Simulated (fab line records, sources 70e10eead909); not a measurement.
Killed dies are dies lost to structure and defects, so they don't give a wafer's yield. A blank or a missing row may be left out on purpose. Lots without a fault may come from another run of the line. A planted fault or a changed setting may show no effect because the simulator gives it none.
Chamber matching | flow nand_harc | NHARC_P_M2_CMP_23 on cmp-01: 4 sister chambers
The step polishes, t overpolish 20 s, target thk 144.3 nm. 4 wafers are shown with their chamber, then 8 later ones without.

WAFERS WITH THEIR CHAMBER
wafer  | chamber | motor_current_A (A)
L077.5 | 2       | 10.0
L082.5 | 0       | 11.5
L082.6 | 3       | 11.5
L089.3 | 1       | 15.0

WAFERS WITHOUT THEIR CHAMBER
wafer  | motor_current_A (A)
L089.4 | 11.4
L089.5 | 11.5
L096.1 | 14.2
L096.4 | 10.6
L096.5 | 11.7
L097.1 | 10.5
L097.3 | 11.3
L097.5 | 15.3

WHICH CHAMBER EACH WENT THROUGH
wafer  | from the rows above          | in truth
L089.4 | can't be placed: 0 or 3      | 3
L089.5 | can't be placed: 0 or 3      | 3
L096.1 | 1                            | 1
L096.4 | can't be placed: 2 or 0 or 3 | 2
L096.5 | can't be placed: 0 or 3      | 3
L097.1 | can't be placed: 2 or 0 or 3 | 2
L097.3 | can't be placed: 0 or 3      | 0
L097.5 | 1                            | 1
Placed correctly: 2 of 8. Can't be placed from these rows: 6 (the true chamber is among the candidates in 6). Placed wrongly: 0.
How it was worked out, from the rows above alone: a wafer's distance from a chamber is the root of the sum, over the readings, of the square of ((its reading less the chamber's mean) divided by the reading's scatter). The wafer belongs to the nearest chamber; if the next one is less than 2 further off, it can't be placed. A chamber's mean is the mean of its shown wafers. The scatter: with one shown wafer a chamber, the root of the mean of the squares of how far each hidden wafer lies from its nearest shown one.
